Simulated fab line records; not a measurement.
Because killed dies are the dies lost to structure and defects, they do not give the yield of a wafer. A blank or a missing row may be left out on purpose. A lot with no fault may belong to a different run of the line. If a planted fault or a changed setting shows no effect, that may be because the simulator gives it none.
Which tool did it? / flow n5-finfet / Sampling: 24 lots, 72 wafers, 2 of 1938 route steps

## WHAT EACH GAUGE READ, for each wafer
N5_BEOL_M5_INSPECT_13: inspects for defects (brightfield). Usual: raw-defect-count reads 423 (standard deviation 89).
lot=L074; measured=day 8 02:13; on=defect-inspect-02; raw-defect-count=434 465 445; flag=
lot=L077; measured=day 8 07:26; on=defect-inspect-02; raw-defect-count=371 480 326; flag=
lot=L075; measured=day 8 07:40; on=defect-inspect-02; raw-defect-count=583 468 438; flag=
lot=L076; measured=day 8 12:26; on=defect-inspect-02; raw-defect-count=506 492 471; flag=
lot=L079; measured=day 9 10:12; on=defect-inspect-01; raw-defect-count=478 466 382; flag=
lot=L080; measured=day 9 11:40; on=defect-inspect-02; raw-defect-count=475 452 455; flag=
lot=L078; measured=day 9 14:05; on=defect-inspect-02; raw-defect-count=433 451 391; flag=
lot=L081; measured=day 9 19:06; on=defect-inspect-01; raw-defect-count=401 497 629; flag=
lot=L082; measured=day 9 19:13; on=defect-inspect-01; raw-defect-count=563 390 494; flag=
lot=L083; measured=day 9 21:52; on=defect-inspect-02; raw-defect-count=473 504 549; flag=
lot=L084; measured=day 10 01:56; on=defect-inspect-01; raw-defect-count=298 273 285; flag=
lot=L085; measured=day 10 21:17; on=defect-inspect-01; raw-defect-count=292 383 323; flag=
lot=L086; measured=day 10 23:44; on=defect-inspect-01; raw-defect-count=419 437 392; flag=
lot=L087; measured=day 11 11:33; on=defect-inspect-02; raw-defect-count=448 421 352; flag=
lot=L088; measured=day 11 14:43; on=defect-inspect-02; raw-defect-count=636 693 381; flag=
lot=L090; measured=day 11 19:20; on=defect-inspect-01; raw-defect-count=452 372 338; flag=
lot=L089; measured=day 12 02:42; on=defect-inspect-02; raw-defect-count=453 406 373; flag=
lot=L091; measured=day 12 08:26; on=defect-inspect-02; raw-defect-count=371 300 477; flag=
lot=L092; measured=day 12 11:00; on=defect-inspect-02; raw-defect-count=479 562 421; flag=
lot=L093; measured=day 12 19:44; on=defect-inspect-01; raw-defect-count=445 417 418; flag=
lot=L094; measured=day 13 02:39; on=defect-inspect-01; raw-defect-count=415 275 306; flag=
lot=L095; measured=day 13 04:16; on=defect-inspect-02; raw-defect-count=388 476 461; flag=
lot=L096; measured=day 13 15:49; on=defect-inspect-02; raw-defect-count=566 375 360; flag=
lot=L097; measured=day 13 21:10; on=defect-inspect-01; raw-defect-count=300 338 327; flag=

## EACH LOT AND THE TOOL THAT RAN IT (in order: tool; ch and the chambers of the sampled wafers; start)
lot=L074; N5_BEOL_M4_PRE_CLEAN_45=pvd-sputter-03, day 7 20:26
lot=L077; N5_BEOL_M4_PRE_CLEAN_45=pvd-sputter-02, day 8 01:36
lot=L075; N5_BEOL_M4_PRE_CLEAN_45=pvd-sputter-02, day 8 01:41
lot=L076; N5_BEOL_M4_PRE_CLEAN_45=pvd-sputter-03, day 8 06:31
lot=L079; N5_BEOL_M4_PRE_CLEAN_45=pvd-sputter-02, day 9 03:50
lot=L080; N5_BEOL_M4_PRE_CLEAN_45=pvd-sputter-03, day 9 06:11
lot=L078; N5_BEOL_M4_PRE_CLEAN_45=pvd-sputter-01, day 9 07:26
lot=L081; N5_BEOL_M4_PRE_CLEAN_45=pvd-sputter-03, day 9 09:54
lot=L082; N5_BEOL_M4_PRE_CLEAN_45=pvd-sputter-02, day 9 10:53
lot=L083; N5_BEOL_M4_PRE_CLEAN_45=pvd-sputter-03, day 9 14:32
lot=L084; N5_BEOL_M4_PRE_CLEAN_45=pvd-sputter-02, day 9 19:10
lot=L085; N5_BEOL_M4_PRE_CLEAN_45=pvd-sputter-03, day 10 14:19
lot=L086; N5_BEOL_M4_PRE_CLEAN_45=pvd-sputter-03, day 10 17:43
lot=L087; N5_BEOL_M4_PRE_CLEAN_45=pvd-sputter-02, day 11 03:04
lot=L088; N5_BEOL_M4_PRE_CLEAN_45=pvd-sputter-02, day 11 08:10
lot=L090; N5_BEOL_M4_PRE_CLEAN_45=pvd-sputter-02, day 11 12:16
lot=L089; N5_BEOL_M4_PRE_CLEAN_45=pvd-sputter-02, day 11 19:03
lot=L091; N5_BEOL_M4_PRE_CLEAN_45=pvd-sputter-02, day 12 00:53
lot=L092; N5_BEOL_M4_PRE_CLEAN_45=pvd-sputter-03, day 12 03:21
lot=L093; N5_BEOL_M4_PRE_CLEAN_45=pvd-sputter-02, day 12 13:36
lot=L094; N5_BEOL_M4_PRE_CLEAN_45=pvd-sputter-03, day 12 18:46
lot=L095; N5_BEOL_M4_PRE_CLEAN_45=pvd-sputter-03, day 12 21:43
lot=L096; N5_BEOL_M4_PRE_CLEAN_45=pvd-sputter-01, day 13 10:03
lot=L097; N5_BEOL_M4_PRE_CLEAN_45=pvd-sputter-03, day 13 14:52
- N5_BEOL_M4_PRE_CLEAN_45: time 30 s.

## AS READ BY THE TOOLS THEMSELVES (means over the sampled wafers that have a number; for cases with no such wafer, the mark the record gives instead)
N5_BEOL_M4_PRE_CLEAN_45. Usual: heater-power-w reads 341 W (standard deviation 34).
lot=L074; tool=pvd-sputter-03; heater-power-w (W)=324; flag=
lot=L077; tool=pvd-sputter-02; heater-power-w (W)=344; flag=
lot=L075; tool=pvd-sputter-02; heater-power-w (W)=312; flag=
lot=L076; tool=pvd-sputter-03; heater-power-w (W)=326; flag=
lot=L079; tool=pvd-sputter-02; heater-power-w (W)=371; flag=
lot=L080; tool=pvd-sputter-03; heater-power-w (W)=308; flag=
lot=L078; tool=pvd-sputter-01; heater-power-w (W)=357; flag=
lot=L081; tool=pvd-sputter-03; heater-power-w (W)=354; flag=
lot=L082; tool=pvd-sputter-02; heater-power-w (W)=328; flag=
lot=L083; tool=pvd-sputter-03; heater-power-w (W)=324; flag=
lot=L084; tool=pvd-sputter-02; heater-power-w (W)=348; flag=
lot=L085; tool=pvd-sputter-03; heater-power-w (W)=350; flag=
lot=L086; tool=pvd-sputter-03; heater-power-w (W)=331; flag=
lot=L087; tool=pvd-sputter-02; heater-power-w (W)=332; flag=
lot=L088; tool=pvd-sputter-02; heater-power-w (W)=379; flag=
lot=L090; tool=pvd-sputter-02; heater-power-w (W)=340; flag=
lot=L089; tool=pvd-sputter-02; heater-power-w (W)=354; flag=
lot=L091; tool=pvd-sputter-02; heater-power-w (W)=333; flag=
lot=L092; tool=pvd-sputter-03; heater-power-w (W)=345; flag=
lot=L093; tool=pvd-sputter-02; heater-power-w (W)=334; flag=
lot=L094; tool=pvd-sputter-03; heater-power-w (W)=350; flag=
lot=L095; tool=pvd-sputter-03; heater-power-w (W)=344; flag=
lot=L096; tool=pvd-sputter-01; heater-power-w (W)=342; flag=
lot=L097; tool=pvd-sputter-03; heater-power-w (W)=335; flag=

## THE ANSWER, worked out from the rows above alone
Rule: take the mean of a lot's wafers that have a number; if it is more than 3 standard deviations from the usual mean, the lot is off. A lot without any number at a reading at which 4 lots or more have one is off too. All remaining lots with rows at the step are treated as sound. The gauges are gone through in route order, then the tools' own readings, and for those a lot's mean is taken as printed above. At the first step where some lot is off, the reading lying furthest off is the one used; lots without a number count as furthest.
None of the lots is off at any reading shown; this tells nothing.

## WHAT THE SIMULATOR PUT IN
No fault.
